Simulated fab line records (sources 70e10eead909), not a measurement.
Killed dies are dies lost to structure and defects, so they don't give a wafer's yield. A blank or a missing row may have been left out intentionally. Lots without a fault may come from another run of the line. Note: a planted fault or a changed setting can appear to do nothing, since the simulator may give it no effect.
A struck lot beside a sound one | flow nandHarc | 15 steps out of a route of 1302
Sound: the wafers L384.2, L384.4, L384.6. Struck: wafer L396.2. (L396.3, L396.6 of the same lot were not struck and are left out.) The cause comes at the end.
For every step that has rows: the tool of each side, followed by ch and its chambers, followed by its first start. Under that, the readings that differ: sound wafers | struck wafers | difference of the means | sigmas: that difference in standard deviations of wafers without a fault.
alike: readings whose means differ by less than 2 such deviations, and words and numbers that are the same on both sides. not compared: withheld readings, readings that some wafer has no value for, bounds like >300 that may hide the same value, and numbers for which the record gives no deviation and whose values overlap.
The two part at a step that has a row with sigmas, a row that says differs or no value, or rows on one side only. Non-overlapping numbers with no deviation appear without sigmas and do not part them. A reading missing from all wafers of one side parts the sides only when that side holds two or more wafers.

first, 6 steps without rows for these wafers: NHARC_P_STI_COAT_03 (resist thk 600 nm); NHARC_P_STI_SOFTBAKE_04 (time 70 s); NHARC_P_STI_EBR_05; NHARC_P_STI_EXPOSE_06 (exposes mask P STI, target cd 200 nm); NHARC_P_STI_PEB_07 (peb time 80 s); NHARC_P_STI_DEVELOP_08 (time 50 s).
NHARC_P_STI_CD_MEAS_09: the cd target is 200 nm.
  sound on cdSem-01 ch 0, day 4 20:54; struck on cdSem-03 ch 0, day 9 19:44
  alike: cdNm
NHARC_P_STI_OVL_MEAS_10:
  sound on overlay-01 at day 4 20:59; struck on overlay-01 at day 9 19:50
reading         | sound    | struck | difference | sigmas
overlayXNm (nm) | -9 -9 -9 | 5      | +14        | +2
  alike: overlayYNm
NHARC_P_STI_INSPECT_11:
  sound on defectInspect-01 at day 4 21:02; struck on defectInspect-01 at day 9 19:52
  alike: rawDefectCount
then, 1 step without rows for these wafers: NHARC_P_STI_HARDBAKE_13 (time 65 s).
NHARC_P_STI_DESCUM_14: chemistry O2, time 3 s.
  sound on rieDiel-01 ch 1,3, day 4 21:10; struck on rieDiel-08 ch 3, day 9 20:01
reading                      | sound          | struck | difference | sigmas
showerheadPlenumPTorr (Torr) | 2.05 1.96 2.05 | 1.84   | -0.18      | -2
  alike: drypumpMotorCurrentA, oesProductAu, rfVppV, throttleValvePct
  not compared: rfHoursCounterH
NHARC_P_STI_ETCH_42: etches the open film in N2/H2, target depth 80 nm, overetch 24 nm, time 61 s.
  sound on rieDiel-01 ch 2,3, day 4 21:15; struck on rieDiel-08 ch 3, day 9 20:05
  alike: drypumpMotorCurrentA, oesProductAu, rfVppV, runLengthS, showerheadPlenumPTorr, throttleValvePct
  not compared: rfHoursCounterH
NHARC_P_STI_ETCH_31: etches the open film in CF4/CHF3, target depth 108.9 nm, time 54.5 s.
  sound on rieDiel-01 ch 0,1, day 4 21:20; struck on rieDiel-08 ch 1, day 9 20:10
reading        | sound          | struck | difference | sigmas
runLengthS (s) | 75.4 75.4 74.9 | 66.3   | -8.9       | -20
  alike: drypumpMotorCurrentA, oesProductAu, rfVppV, showerheadPlenumPTorr, throttleValvePct
  not compared: rfHoursCounterH
NHARC_P_STI_ETCH_15: etches the open film in HBr/Cl2, target depth 300 nm, time 100.1 s.
  sound on rieSi-03 ch 0,2, day 4 21:26; struck on rieSi-01 ch 1, day 9 20:17
reading             | sound             | struck | difference | sigmas
oesProductAu (a.u.) | 0.969 0.996 0.961 | 1.019  | +0.044     | +3
  alike: drypumpMotorCurrentA, throttleValvePct
  not compared: rfHoursCounterH
-- break in the record here, with 22 days between the starts of the struck wafers on either side (left off in module P_STI, picked up again in module END, where the first step shown is number 1302 on the route) --
NHARC_END_SORT_01:
  the record has rows for the struck wafers here (prober-01 ch 0, day 31 18:55) and none for the sound ones

== WHERE THEY PART ==
Last at NHARC_END_SORT_01 as far as this record goes, first at NHARC_P_STI_OVL_MEAS_10.

WHY: what had been put in by the simulator
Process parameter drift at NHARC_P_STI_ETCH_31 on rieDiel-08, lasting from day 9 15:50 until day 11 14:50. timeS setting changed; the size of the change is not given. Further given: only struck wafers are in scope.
